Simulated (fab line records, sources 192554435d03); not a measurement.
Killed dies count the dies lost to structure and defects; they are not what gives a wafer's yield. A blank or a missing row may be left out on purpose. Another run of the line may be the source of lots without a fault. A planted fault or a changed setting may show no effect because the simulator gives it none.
fab line records -- flow n5Finfet
record: lots: 7, wafers: 39
route steps=1938 shown ZERO_LAYER@11 FIN_SAQP@130 HKMG_FIN@386 MOL_CONTACT_COAG@586 BEOL_M0@733
startH: hours from the record's first day to the start of the lot's first wafer shown -- waitH: time in hours since the lot's previous step -- " same as the row above -- L1.1+2: a row that stands for several wafers -- - no value present, or no start provided -- * or withheld: withheld -- < > ~ a bound
route shown NAME@n: NAME is a module with steps in the file, n the number in the route of the first one -- usual: mean and standard deviation over wafers with no fault -- same: alike in all rows -- chamber/n: place in a boat -- sites: each site's reading -- _std_site: how widely they spread, as a standard deviation -- _edge_site: the outer-site mean with the inner-site mean subtracted -- radiusMm: for every site, how far away it sits from the centre of the wafer -- mask NAME#n: copy n -- behind: the tool/chamber that last shaped the wafer -- hold: why the lot was held/for how many hours/how that ended -- device: whichever transistor did not switch (one of n, p or np) -- end of line: tests run on the same wafers once the route is complete -- a step without rows: its recipe alone -- killed: count of dies lost to structure and defects at first sort (not the wafer's yield) -- map: dies across one wafer; x = killed, . = not, _ = none there
set.NAME: the setting the step ran with; set.NAME@STEP: the setting that earlier step ran with -- model.NAME: the simulator's own value behind a step, which no gauge read
lots run with intentionally changed settings; tables by step, rows by wafer
== steps ==
step: N5_ZERO_LAYER_DEVELOP_10
recipe: developTimeS: 60, rinseLiquid: diw, dry: airSpin, devTempC: 21
lot.wafer,tool,chamber,startH,waitH,set.developTimeS
L074.1+3+5,lithoTrack-04,0,-,-,60
L074.2+4+6,lithoTrack-04,0,-,-,44.37
L078.1+2+3+4+5+6,lithoTrack-04,0,-,-,60
L082.1+2+3+4+5+6,lithoTrack-04,0,-,-,60
L086.1+4+6,lithoTrack-02,0,-,-,79.05
L086.2+3+5,lithoTrack-02,0,-,-,60
L089.1+3+6,lithoTrack-05,0,-,-,60
L089.2+4+5,lithoTrack-05,0,-,-,35.22
L092.2+3+5,lithoTrack-02,0,-,-,60
L095.1+3+5,lithoTrack-05,0,-,-,25.17
L095.2+4+6,lithoTrack-05,0,-,-,60
step: N5_ZERO_LAYER_HARDBAKE_23
recipe: tempC: 130, timeS: 120
step: N5_ZERO_LAYER_CD_MEAS_11
recipe: targetCdNm: 2000, landingEnergyEv: 500, detector: seInlens
usual: cdNm: 1999.9/2.2
lot.wafer,tool,chamber,startH,waitH,set.developTimeS@ZERO_LAYER_DEVELOP_10,cdNm
L074.1,cdSem-02,0,12.78,-,60,1998.5
L074.2,cdSem-02,0,12.78,-,44.37,1992.1
L074.3,cdSem-02,0,12.78,-,60,2000.2
L074.4,cdSem-02,0,12.78,-,44.37,1993.7
L074.5,cdSem-02,0,12.78,-,60,2002.5
L074.6,cdSem-02,0,12.78,-,44.37,1994.1
L078.1,cdSem-02,0,36.77,-,60,2000.9
L078.2,cdSem-02,0,36.77,-,60,2001.0
L078.3,cdSem-02,0,36.77,-,60,1997.4
L078.4,cdSem-02,0,36.77,-,60,2001.0
L078.5,cdSem-02,0,36.77,-,60,1999.0
L078.6,cdSem-02,0,36.77,-,60,1997.9
L082.1,cdSem-01,0,60.77,-,60,2001.6
L082.2,cdSem-01,0,60.77,-,60,2001.4
L082.3,cdSem-01,0,60.77,-,60,2000.7
L082.4,cdSem-01,0,60.77,-,60,2003.0
L082.5,cdSem-01,0,60.77,-,60,2000.6
L082.6,cdSem-01,0,60.77,-,60,1999.9
L086.1,cdSem-02,0,84.64,-,79.05,2004.0
L086.2,cdSem-02,0,84.64,-,60,1997.7
L086.3,cdSem-02,0,84.64,-,60,2002.4
L086.4,cdSem-02,0,84.64,-,79.05,2006.9
L086.5,cdSem-02,0,84.64,-,60,2002.7
L086.6,cdSem-02,0,84.64,-,79.05,2006.0
L089.1,cdSem-01,0,102.64,-,60,1998.3
L089.2,cdSem-01,0,102.64,-,35.22,1986.9
L089.3,cdSem-01,0,102.64,-,60,1998.8
L089.4,cdSem-01,0,102.64,-,35.22,1988.7
L089.5,cdSem-01,0,102.64,-,35.22,1987.7
L089.6,cdSem-01,0,102.64,-,60,1996.5
L092.2,cdSem-01,0,120.77,-,60,2005.0
L092.3,cdSem-01,0,120.77,-,60,2003.4
L092.5,cdSem-01,0,120.77,-,60,2001.2
L095.1,cdSem-01,0,138.78,-,25.17,1979.7
L095.2,cdSem-01,0,138.78,-,60,2000.1
L095.3,cdSem-01,0,138.78,-,25.17,1979.7
L095.4,cdSem-01,0,138.78,-,60,1996.6
L095.5,cdSem-01,0,138.78,-,25.17,1980.3
L095.6,cdSem-01,0,138.78,-,60,1997.0
step: N5_ZERO_LAYER_DESCUM_16
recipe: chemistry: O2, timeS: 7.9, sourcePowerW: 50, biasPowerW: 20, pressureMtorr: 20, rfFrequencyHz: 2.712e+07, tempC: 40, o2FlowSccm: 225
lot.wafer,tool,chamber,startH,waitH,set.developTimeS@ZERO_LAYER_DEVELOP_10,model.ZERO_LAYER.cdNm
L074.1,rieDiel-05,0,12.82,0.0,60,1998
L074.2,rieDiel-05,2,12.82,0.0,44.37,1992
L074.3,rieDiel-05,1,12.82,0.0,60,2000
L074.4+6,rieDiel-05,"2,1",12.82,0.0,44.37,1994
L074.5,rieDiel-05,0,12.82,0.0,60,2002
L078.1+4,rieDiel-04,"3,2",36.82,0.1,60,2001
L078.2,rieDiel-04,1,36.82,0.1,60,-
L078.3,rieDiel-04,0,36.82,0.1,60,1997
L078.5,rieDiel-04,3,36.82,0.1,60,1999
L078.6,rieDiel-04,2,36.82,0.1,60,1998
L082.1+4,rieDiel-05,"3,0",60.80,0.0,60,2002
L082.2+3,rieDiel-05,"2,1",60.80,0.0,60,2001
L082.5+6,rieDiel-05,"3,0",60.80,0.0,60,2000
L086.1,rieDiel-04,2,84.68,0.0,79.05,2003
L086.2,rieDiel-04,3,84.68,0.0,60,1998
L086.3,rieDiel-04,0,84.68,0.0,60,2002
L086.4,rieDiel-04,1,84.68,0.0,79.05,2007
L086.5,rieDiel-04,2,84.68,0.0,60,2003
L086.6,rieDiel-04,3,84.68,0.0,79.05,2006
L089.1+3,rieDiel-01,"0,3",102.68,0.0,60,1999
L089.2+5,rieDiel-01,1,102.68,0.0,35.22,1987
L089.4,rieDiel-01,2,102.68,0.0,35.22,1989
L089.6,rieDiel-01,0,102.68,0.0,60,1997
L092.2,rieDiel-04,0,120.81,0.0,60,2005
L092.3,rieDiel-04,1,120.81,0.0,60,2004
L092.5,rieDiel-04,3,120.81,0.0,60,2001
L095.1+3+5,rieDiel-05,"1,0,0",139.45,0.7,25.17,1980
L095.2,rieDiel-05,2,139.45,0.7,60,-
L095.4,rieDiel-05,3,139.45,0.7,60,1996
L095.6,rieDiel-05,1,139.45,0.7,60,1997
step: N5_ZERO_LAYER_ETCH_17
recipe: chemistry: CF4, target: SiO2, targetDepthA: 120, timeS: 13.3, ionEnergyEv: 350, pressureMtorr: 40, sourceW: 450, biasW: 215, Ar_flow_sccm: 100, cf4FlowSccm: 100
lot.wafer,tool,chamber,startH,waitH,set.developTimeS@ZERO_LAYER_DEVELOP_10,model.ZERO_LAYER.cdNm
L074.1,rieDiel-05,0,12.86,0.0,60,1998
L074.2,rieDiel-05,2,12.86,0.0,44.37,1992
L074.3,rieDiel-05,1,12.86,0.0,60,2000
L074.4+6,rieDiel-05,"2,1",12.86,0.0,44.37,1994
L074.5,rieDiel-05,0,12.86,0.0,60,2002
L078.1+2+4,rieDiel-04,"3,1,2",36.85,0.0,60,2001
L078.3,rieDiel-04,0,36.85,0.0,60,1997
L078.5,rieDiel-04,3,36.85,0.0,60,1999
L078.6,rieDiel-04,2,36.85,0.0,60,1998
L082.1+4,rieDiel-05,"3,0",60.84,0.0,60,2002
L082.2+3+5,rieDiel-05,"2,1,3",60.84,0.0,60,2001
L082.6,rieDiel-05,0,60.84,0.0,60,2000
L086.1,rieDiel-04,2,84.71,0.0,79.05,2003
L086.2,rieDiel-04,3,84.71,0.0,60,1998
L086.3,rieDiel-04,0,84.71,0.0,60,2002
L086.4,rieDiel-04,1,84.71,0.0,79.05,2007
L086.5,rieDiel-04,2,84.71,0.0,60,2003
L086.6,rieDiel-04,3,84.71,0.0,79.05,2006
L089.1+3,rieDiel-01,"0,3",102.72,0.0,60,1999
L089.2+5,rieDiel-01,1,102.72,0.0,35.22,1987
L089.4,rieDiel-01,2,102.72,0.0,35.22,1989
L089.6,rieDiel-01,0,102.72,0.0,60,1997
L092.2,rieDiel-04,0,120.84,0.0,60,2005
L092.3,rieDiel-04,1,120.84,0.0,60,2004
L092.5,rieDiel-04,3,120.84,0.0,60,2001
L095.1+3+5,rieDiel-05,"1,0,0",139.49,0.0,25.17,1980
L095.2,rieDiel-05,2,139.49,0.0,60,2000
L095.4,rieDiel-05,3,139.49,0.0,60,1996
L095.6,rieDiel-05,1,139.49,0.0,60,1997
step: N5_FIN_SAQP_ETCH_65
recipe: chemistry: CF4, target: SiO2, targetDepthA: 40, ionEnergyEv: 350, timeS: 4.4, pressureMtorr: 10, icpW: 800, biasW: 400, cf4FlowSccm: 80
lot.wafer,tool,chamber,startH,waitH,set.timeS,model.etch.depthNm
L074.1,rieSi-06,0,24.63,0.1,3.557,3.339
L074.2,rieSi-06,3,24.63,0.1,4.4,3.981
L074.3,rieSi-06,1,24.63,0.1,4.4,3.951
L074.4,rieSi-06,2,24.63,0.1,4.4,3.864
L074.5,rieSi-06,3,24.63,0.1,3.557,3.196
L074.6,rieSi-06,2,24.63,0.1,3.557,3.13
L078.1,rieSi-01,2,49.38,0.1,4.4,4.017
L078.2,rieSi-01,3,49.38,0.1,4.4,3.969
L078.3,rieSi-01,0,49.38,0.1,4.4,3.994
L078.4,rieSi-01,1,49.38,0.1,4.4,3.817
L078.5,rieSi-01,1,49.38,0.1,4.4,3.848
L078.6,rieSi-01,0,49.38,0.1,4.4,3.989
L082.1,rieSi-06,0,72.87,0.1,2.472,2.326
L082.2,rieSi-06,2,72.87,0.1,2.472,2.206
L082.3,rieSi-06,1,72.87,0.1,4.4,4.043
L082.4,rieSi-06,3,72.87,0.1,4.4,4.036
L082.5,rieSi-06,0,72.87,0.1,4.4,4.153
L082.6,rieSi-06,3,72.87,0.1,2.472,2.258
L086.1,rieSi-02,3,97.62,0.1,2.726,2.59
L086.2,rieSi-02,2,97.62,0.1,2.726,2.443
L086.3,rieSi-02,1,97.62,0.1,4.4,3.943
L086.4,rieSi-02,3,97.62,0.1,2.726,2.575
L086.5+6,rieSi-02,"2,1",97.62,0.1,4.4,3.917
L089.1,rieSi-01,1,114.51,0.1,2.388,2.091
L089.2,rieSi-01,2,114.51,0.1,2.388,2.18
L089.3,rieSi-01,3,114.51,0.1,4.4,3.922
L089.4,rieSi-01,0,114.51,0.1,2.388,2.17
L089.5,rieSi-01,1,114.51,0.1,4.4,3.853
L089.6,rieSi-01,0,114.51,0.1,4.4,3.992
L092.2,rieSi-01,0,133.43,0.1,4.4,4.043
L092.3,rieSi-01,3,133.43,0.1,4.4,3.951
L092.5,rieSi-01,1,133.43,0.1,4.4,3.834
L095.1,rieSi-06,1,150.10,0.1,4.4,4.066
L095.2,rieSi-06,3,150.10,0.1,1.788,1.644
L095.3,rieSi-06,0,150.10,0.1,1.788,1.693
L095.4,rieSi-06,2,150.10,0.1,1.788,1.594
L095.5,rieSi-06,0,150.10,0.1,4.4,4.129
L095.6,rieSi-06,3,150.10,0.1,4.4,4.011
step: N5_HKMG_FIN_HK_ALD_01
recipe: material: HfO2, targetThkA: 16, tempC: withheld, aldPrecursorFamily: HfCl4, aldCoReactant: H2O, pulseTimeS: 3, purgeTimeS: 3, coReactantPurgeTimeS: 2.5, coReactantPulseTimeS: 0.3, aldCycles: 30
lot.wafer,tool,chamber,startH,waitH,set.aldCycles,model.HfO2_of_HKMG_FIN_HK_ALD_01.thkNm
L074.1+2+5,aldHk-01,"1,3,1",70.75,0.0,30,1.6
L074.3+4+6,aldHk-01,"2,0,2",70.75,0.0,24,1.2
L078.1+3+5,aldHk-01,"3,1,0",95.33,0.0,30,1.6
L078.2+4+6,aldHk-01,"2,0,3",95.33,0.0,38,2
L082.1+2+3+4+5+6,aldHk-03,"3,1,2,0,1,2",123.49,0.0,30,1.6
L086.1+3+5,aldHk-03,"2,3,0",143.92,0.0,21,1.2
L086.2+4+6,aldHk-03,"0,1,1",143.92,0.0,30,1.6
L089.1+2+3,aldHk-01,"1,2,0",160.46,0.0,30,1.6
L089.4+5,aldHk-01,"3,0",160.46,0.0,13,0.6
L089.6,aldHk-01,1,160.46,0.0,13,0.8
L092.2+3+5,aldHk-01,"0,2,0",178.97,0.0,30,1.6
L095.1+2+3,aldHk-03,"2,3,0",195.82,0.0,15,0.8
L095.4+5+6,aldHk-03,"1,0,1",195.82,0.0,30,1.6
step: N5_HKMG_FIN_HK_ANNEAL_02
recipe: tempC: 700, timeS: 30, ambient: N2, idleTempC: 600, rampUpCPerS: 150, rampDownCPerS: 60, coolToC: 600
step: N5_HKMG_FIN_ALD_74
recipe: material: La2O3, targetThkA: 5, tempC: 250, aldPrecursorFamily: La-Cp, aldCoReactant: O3, pulseTimeS: 6, coReactantPulseTimeS: 1, purgeTimeS: 3, coReactantPurgeTimeS: 3
step: N5_HKMG_FIN_WET_ETCH_82
recipe: chemistry: dHCl, mix: 1:10000, tempC: 25, target: La2O3, stopOn: HfO2, targetDepthNm: 2, dry: ipaMarangoni, rinseTimeS: 30, rinseTempC: 23
step: N5_HKMG_FIN_ALD_36
recipe: material: TiN, targetThkA: 10, tempC: 400, aldPrecursorFamily: TiCl4, aldCoReactant: NH3, pulseTimeS: 1, purgeTimeS: 3, coReactantPurgeTimeS: 2, coReactantPulseTimeS: 2, aldCycles: 47, pressureTorr: 3
step: N5_HKMG_FIN_THK_MEAS_70
recipe: thkMeasGauge: xrf, reads: HfO2_of_HKMG_FIN_HK_ALD_01
usual: HK_THK: 1.577/0.02
lot.wafer,tool,chamber,startH,waitH,set.aldCycles@HKMG_FIN_HK_ALD_01,HK_THK[nm]
L074.1,filmMetro-01,-,74.71,0.2,30,1.585
L074.2,filmMetro-01,-,74.71,0.2,30,1.585
L074.3,filmMetro-01,-,74.71,0.2,24,1.240
L074.4,filmMetro-01,-,74.71,0.2,24,1.252
L074.5,filmMetro-01,-,74.71,0.2,30,1.580
L074.6,filmMetro-01,-,74.71,0.2,24,1.269
L078.1,filmMetro-01,-,98.91,0.2,30,1.561
L078.2,filmMetro-01,-,98.91,0.2,38,2.005
L078.3,filmMetro-01,-,98.91,0.2,30,1.581
L078.4,filmMetro-01,-,98.91,0.2,38,1.998
L078.5,filmMetro-01,-,98.91,0.2,30,1.578
L078.6,filmMetro-01,-,98.91,0.2,38,1.970
L082.1,filmMetro-02,-,127.27,0.2,30,1.575
L082.2,filmMetro-02,-,127.27,0.2,30,1.552
L082.3,filmMetro-02,-,127.27,0.2,30,1.588
L082.4,filmMetro-02,-,127.27,0.2,30,1.557
L082.5,filmMetro-02,-,127.27,0.2,30,1.595
L082.6,filmMetro-02,-,127.27,0.2,30,1.566
L086.1,filmMetro-01,-,147.45,0.2,21,1.096
L086.2,filmMetro-01,-,147.45,0.2,30,1.573
L086.3,filmMetro-01,-,147.45,0.2,21,1.103
L086.4,filmMetro-01,-,147.45,0.2,30,1.564
L086.5,filmMetro-01,-,147.45,0.2,21,1.100
L086.6,filmMetro-01,-,147.45,0.2,30,1.559
L089.1,filmMetro-01,-,164.03,0.2,30,1.573
L089.2,filmMetro-01,-,164.03,0.2,30,1.549
L089.3,filmMetro-01,-,164.03,0.2,30,1.566
L089.4,filmMetro-01,-,164.03,0.2,13,0.688
L089.5,filmMetro-01,-,164.03,0.2,13,0.671
L089.6,filmMetro-01,-,164.03,0.2,13,0.695
L092.2,filmMetro-02,-,182.57,0.2,30,1.606
L092.3,filmMetro-02,-,182.57,0.2,30,1.586
L092.5,filmMetro-02,-,182.57,0.2,30,1.583
L095.1,filmMetro-02,-,199.33,0.2,15,0.764
L095.2,filmMetro-02,-,199.33,0.2,15,0.779
L095.3,filmMetro-02,-,199.33,0.2,15,0.783
L095.4,filmMetro-02,-,199.33,0.2,30,1.631
L095.5,filmMetro-02,-,199.33,0.2,30,1.616
L095.6,filmMetro-02,-,199.33,0.2,30,1.546
step: N5_MOL_CONTACT_COAG_VIA_ETCH_46
recipe: chemistry: C4F6/O2, targetDepthA: 460, overetchA: 92, maskMaterial: SOC, target: SiO2, biasW: 455, pressureMtorr: 10, timeS: 40, sourceW: 325, Ar_flow_sccm: 300, C4F6_flow_sccm: 10, O2_flow_sccm: 10, ionEnergyEv: 575.3, ends: endPoint
lot.wafer,tool,chamber,startH,waitH,set.targetDepthA,model.etch.depthNm,model.SOC_of_MOL_CONTACT_COAG_COAT_75.thkNm
L074.1,rieDiel-03,2,98.32,0.0,460,45.5,51.2
L074.2,rieDiel-03,3,98.32,0.0,229,32.06,53.6
L074.3,rieDiel-03,1,98.32,0.0,460,45.85,50.8
L074.4,rieDiel-03,3,98.32,0.0,460,46.2,51.4
L074.5,rieDiel-03,2,98.32,0.0,229,31.57,53.8
L074.6,rieDiel-03,1,98.32,0.0,229,33.04,53.4
L078.1,rieDiel-03,1,123.87,0.0,460,45.07,50.4
L078.2,rieDiel-03,3,123.87,0.0,615.3,45.26,49.2
L078.3,rieDiel-03,0,123.87,0.0,615.3,45.54,48.8
L078.4,rieDiel-03,2,123.87,0.0,460,45.53,50.6
L078.5,rieDiel-03,3,123.87,0.0,615.3,46.27,48.8
L078.6,rieDiel-03,0,123.87,0.0,460,45.77,50.8
L082.1,rieDiel-02,3,149.21,0.0,355.2,44.29,52
L082.2,rieDiel-02,0,149.21,0.0,460,46.35,50.2
L082.3,rieDiel-02,1,149.21,0.0,460,46.01,50.8
L082.4,rieDiel-02,2,149.21,0.0,460,47.26,50.8
L082.5,rieDiel-02,3,149.21,0.0,355.2,44.9,52
L082.6,rieDiel-02,2,149.21,0.0,355.2,44.01,52.2
L086.1,rieDiel-02,2,173.80,0.0,460,45.57,50.6
L086.2,rieDiel-02,3,173.80,0.0,576.2,46.02,49
L086.3,rieDiel-02,1,173.80,0.0,460,45.52,50.6
L086.4,rieDiel-02,0,173.80,0.0,576.2,46.37,48.4
L086.5,rieDiel-02,0,173.80,0.0,576.2,46.41,48.6
L086.6,rieDiel-02,1,173.80,0.0,460,46.75,50.4
L089.1,rieDiel-02,1,191.11,0.0,250,33.79,53.2
L089.2,rieDiel-02,0,191.11,0.0,250,35.42,52.8
L089.3,rieDiel-02,3,191.11,0.0,460,46.88,50.6
L089.4,rieDiel-02,3,191.11,0.0,460,46.71,50.6
L089.5,rieDiel-02,1,191.11,0.0,250,33.97,53.2
L089.6,rieDiel-02,0,191.11,0.0,460,45.93,50
L092.2,rieDiel-03,1,206.80,0.0,460,44.8,50.2
L092.3,rieDiel-03,2,206.80,0.0,460,45.25,50.8
L092.5,rieDiel-03,3,206.80,0.0,460,46,50.8
L095.1,rieDiel-02,1,224.83,0.0,460,45.4,50.6
L095.2,rieDiel-02,0,224.83,0.0,460,46.22,50.2
L095.3,rieDiel-02,3,224.83,0.0,460,45.81,50.6
L095.4,rieDiel-02,3,224.83,0.0,460,45.62,50.4
L095.5,rieDiel-02,0,224.83,0.0,460,46.62,50.2
L095.6,rieDiel-02,1,224.83,0.0,460,47.22,50.8
step: N5_MOL_CONTACT_COAG_STRIP_96
recipe: chemistry: N2/H2, powerW: 500, tempC: 40, pressureMtorr: 50, rfFrequencyHz: 6e+07, overashFraction: 0.3, biasPowerW: 28, h2Frac: 0.5, n2FlowSccm: 300, h2FlowSccm: 300
step: N5_MOL_CONTACT_COAG_ETCH_47
recipe: chemistry: CH3F/O2, target: SiNx, targetDepthA: 270, maskMaterial: SiO2, stopOn: W, overEtchFrac: 0.2, ionEnergyEv: 120, endpoint: OES-CN, pressureMtorr: 30, sourceW: 395, biasW: 73, Ar_flow_sccm: 150, CH3F_flow_sccm: 30, O2_flow_sccm: 20, ends: endPoint
usual: etchRfOnTimeS: 31.2/0.59
lot.wafer,tool,chamber,startH,waitH,set.targetDepthA@MOL_CONTACT_COAG_VIA_ETCH_46,etchRfOnTimeS,model.etch.overEtchS
L074.1,rieDiel-03,2,98.42,0.0,460,31.5,5.257
L074.2,rieDiel-03,3,98.42,0.0,229,50.8,0
L074.3,rieDiel-03,1,98.42,0.0,460,30.5,5.083
L074.4,rieDiel-03,3,98.42,0.0,460,31.5,5.251
L074.5,rieDiel-03,2,98.42,0.0,229,50.8,0
L074.6,rieDiel-03,1,98.42,0.0,229,50.8,0
L078.1,rieDiel-03,1,123.98,0.0,460,30.5,5.078
L078.2,rieDiel-03,3,123.98,0.0,615.3,31.6,5.26
L078.3,rieDiel-03,0,123.98,0.0,615.3,31.7,5.291
L078.4,rieDiel-03,2,123.98,0.0,460,32.0,5.33
L078.5,rieDiel-03,3,123.98,0.0,615.3,31.7,5.286
L078.6,rieDiel-03,0,123.98,0.0,460,31.8,5.3
L082.1,rieDiel-02,3,149.31,0.0,355.2,31.0,5.174
L082.2,rieDiel-02,0,149.31,0.0,460,30.1,5.009
L082.3,rieDiel-02,1,149.31,0.0,460,31.6,5.263
L082.4,rieDiel-02,2,149.31,0.0,460,31.1,5.192
L082.5,rieDiel-02,3,149.31,0.0,355.2,31.0,5.161
L082.6,rieDiel-02,2,149.31,0.0,355.2,31.5,5.255
L086.1,rieDiel-02,2,173.91,0.0,460,30.8,5.131
L086.2,rieDiel-02,3,173.91,0.0,576.2,30.5,5.087
L086.3,rieDiel-02,1,173.91,0.0,460,31.2,5.206
L086.4,rieDiel-02,0,173.91,0.0,576.2,29.5,4.925
L086.5,rieDiel-02,0,173.91,0.0,576.2,29.8,4.968
L086.6,rieDiel-02,1,173.91,0.0,460,31.1,5.177
L089.1,rieDiel-02,1,191.21,0.0,250,50.8,0
L089.2,rieDiel-02,0,191.21,0.0,250,50.8,0
L089.3,rieDiel-02,3,191.21,0.0,460,30.8,5.135
L089.4,rieDiel-02,3,191.21,0.0,460,30.8,5.14
L089.5,rieDiel-02,1,191.21,0.0,250,50.8,0
L089.6,rieDiel-02,0,191.21,0.0,460,30.1,5.014
L092.2,rieDiel-03,1,206.91,0.0,460,30.8,5.138
L092.3,rieDiel-03,2,206.91,0.0,460,32.2,5.362
L092.5,rieDiel-03,3,206.91,0.0,460,31.6,5.261
L095.1,rieDiel-02,1,224.93,0.0,460,31.5,5.251
L095.2,rieDiel-02,0,224.93,0.0,460,30.1,5.019
L095.3,rieDiel-02,3,224.93,0.0,460,30.6,5.107
L095.4,rieDiel-02,3,224.93,0.0,460,30.7,5.121
L095.5,rieDiel-02,0,224.93,0.0,460,30.1,5.009
L095.6,rieDiel-02,1,224.93,0.0,460,31.2,5.209
step: N5_BEOL_M0_CVD_115
recipe: material: Co, targetThkA: *, tempC: withheld, precursor: CCTBA/H2, pressureTorr: 30, timeS: 120
lot.wafer,tool,chamber,startH,waitH,set.targetThkA,model.Co_of_BEOL_M0_CVD_115.thkNm
L074.1+6,cvdCo-01,2,119.57,0.0,*,*
L074.2,cvdCo-01,1,119.57,0.0,*,*
L074.3+4,cvdCo-01,0,119.57,0.0,*,*
L074.5,cvdCo-01,1,119.57,0.0,*,*
L078.1+2+6,cvdCo-02,"2,0,1",146.28,0.1,*,*
L078.3+4+5,cvdCo-02,"1,0,2",146.28,0.1,*,*
L082.1,cvdCo-01,2,165.03,0.1,*,*
L082.2+3,cvdCo-01,"1,0",165.03,0.1,*,*
L082.4+5+6,cvdCo-01,"1,0,2",165.03,0.1,*,*
L086.1+3+4,cvdCo-01,"2,1,2",193.28,0.0,*,*
L086.2+5+6,cvdCo-01,"0,1,0",193.28,0.0,*,*
L089.1+5,cvdCo-01,2,209.35,0.1,*,*
L089.2,cvdCo-01,0,209.35,0.1,*,*
L089.3+6,cvdCo-01,"1,0",209.35,0.1,*,*
L089.4,cvdCo-01,1,209.35,0.1,*,*
L092.2+5,cvdCo-02,"2,0",226.95,0.3,*,*
L092.3,cvdCo-02,1,226.95,0.3,*,*
L095.1+2+3+5+6,cvdCo-02,"1,2,0,1,2",246.42,0.1,*,*
L095.4,cvdCo-02,0,246.42,0.1,*,*
step: N5_BEOL_M0_SPUTTER_116
recipe: material: Cu, targetThkA: 40, tempC: -20, chamberPressurePa: 0.07, powerW: withheld, timeS: 7.37
step: N5_BEOL_M0_ANNEAL_117
recipe: tempC: 400, timeS: 60, ambient: vacuum
step: N5_BEOL_M0_ECD_118
recipe: material: Cu, targetThkA: 3000
step: N5_BEOL_M0_ANNEAL_119
recipe: tempC: 225, timeS: 90, ambient: N2
step: N5_BEOL_M0_CMP_120
recipe: stopOn: SiOC, tOverpolishS: 6.9, downForcePsi: 1, platenRpm: 50, clearingPlatenDownForcePsi: 1.5, clearingPlatenRpm: 50, postCmpClean: cuAlkaline, clearingPlatenPadVelocityMS: 0.99484, padVelocityMS: 0.99484
usual: barrierFieldEndpointS: 3.70/0.12
lot.wafer,tool,chamber,startH,waitH,set.targetThkA@BEOL_M0_CVD_115,barrierFieldEndpointS
L074.1,cmp-04,1,120.72,0.3,*,3.56
L074.3,cmp-04,2,120.72,0.3,*,4.48
L074.2,cmp-04,3,120.72,0.3,*,3.63
L074.4,cmp-04,0,120.72,0.3,*,4.51
L074.6,cmp-04,1,120.72,0.3,*,3.49
L074.5,cmp-04,2,120.72,0.3,*,4.31
L078.3,cmp-04,2,147.34,0.2,*,3.15
L078.2,cmp-04,3,147.34,0.2,*,3.72
L078.4,cmp-04,0,147.34,0.2,*,3.16
L078.1,cmp-04,1,147.34,0.2,*,3.57
L078.6,cmp-04,2,147.34,0.2,*,3.65
L078.5,cmp-04,3,147.34,0.2,*,3.09
L082.1,cmp-02,2,166.44,0.5,*,2.91
L082.2,cmp-02,3,166.44,0.5,*,2.99
L082.4,cmp-02,0,166.44,0.5,*,3.67
L082.3,cmp-02,1,166.44,0.5,*,2.87
L082.6,cmp-02,2,166.44,0.5,*,3.65
L082.5,cmp-02,3,166.44,0.5,*,3.71
L086.3,cmp-03,3,194.85,0.2,*,3.67
L086.1,cmp-03,0,194.85,0.2,*,3.76
L086.4,cmp-03,1,194.85,0.2,*,3.78
L086.2,cmp-03,2,194.85,0.2,*,4.81
L086.5,cmp-03,3,194.85,0.2,*,4.78
L086.6,cmp-03,0,194.85,0.2,*,4.83
L089.1,cmp-02,1,212.03,0.3,*,2.87
L089.3,cmp-02,2,212.03,0.3,*,3.59
L089.4,cmp-02,3,212.03,0.3,*,2.80
L089.2,cmp-02,0,212.03,0.3,*,3.46
L089.6,cmp-02,1,212.03,0.3,*,3.53
L089.5,cmp-02,2,212.03,0.3,*,2.96
L092.2,cmp-03,1,228.03,0.2,*,3.64
L092.3,cmp-03,3,228.03,0.2,*,3.64
L092.5,cmp-03,1,228.03,0.2,*,3.67
L095.4,cmp-03,1,248.94,0.1,*,3.74
L095.2,cmp-03,2,248.94,0.1,*,3.85
L095.1,cmp-03,3,248.94,0.1,*,3.93
L095.3,cmp-03,0,248.94,0.1,*,3.68
L095.5,cmp-03,1,248.94,0.1,*,3.93
L095.6,cmp-03,2,248.94,0.1,*,3.94
== key ==
split: step: N5_ZERO_LAYER_DEVELOP_10, setting: developTimeS, stated: 60, by: wafer
response: step: N5_ZERO_LAYER_CD_MEAS_11, reading: cdNm, change: +0.265, per: 1%, r: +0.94
response: step: N5_ZERO_LAYER_DESCUM_16, reading: model.ZERO_LAYER.cdNm, change: +0.254, per: 1%, r: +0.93
response: step: N5_ZERO_LAYER_ETCH_17, reading: model.ZERO_LAYER.cdNm, change: +0.268, per: 1%, r: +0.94
split: step: N5_FIN_SAQP_ETCH_65, setting: timeS, stated: 4.4, by: wafer
response: step: N5_FIN_SAQP_ETCH_65, reading: model.etch.depthNm, change: +0.0397, per: 1%, r: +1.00
split: step: N5_HKMG_FIN_HK_ALD_01, setting: aldCycles, stated: 30, by: wafer
response: step: N5_HKMG_FIN_HK_ALD_01, reading: model.HfO2_of_HKMG_FIN_HK_ALD_01.thkNm, change: +0.016, per: 1%, r: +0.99
response: step: N5_HKMG_FIN_THK_MEAS_70, reading: HK_THK, change: +0.0159, per: 1%, r: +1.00
split: step: N5_MOL_CONTACT_COAG_VIA_ETCH_46, setting: targetDepthA, stated: 460, by: wafer
response: step: N5_MOL_CONTACT_COAG_VIA_ETCH_46, reading: model.etch.depthNm, shape: bent, atLowest: 32.22, atStated: 45.99, atHighest: 45.69
response: step: N5_MOL_CONTACT_COAG_VIA_ETCH_46, reading: model.SOC_of_MOL_CONTACT_COAG_COAT_75.thkNm, change: -0.0554, per: 1%, r: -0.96
response: step: N5_MOL_CONTACT_COAG_ETCH_47, reading: etchRfOnTimeS, shape: bent, atLowest: *, atStated: *, atHighest: *
response: step: N5_MOL_CONTACT_COAG_ETCH_47, reading: model.etch.overEtchS, shape: bent, atLowest: 0, atStated: 5.168, atHighest: 5.279
split: step: N5_BEOL_M0_CVD_115, setting: targetThkA, stated: *, by: wafer
response: step: N5_BEOL_M0_CVD_115, reading: model.Co_of_BEOL_M0_CVD_115.thkNm, change: *, per: 1%, r: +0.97
response: step: N5_BEOL_M0_CMP_120, reading: barrierFieldEndpointS, change: +0.0187, per: 1%, r: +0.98
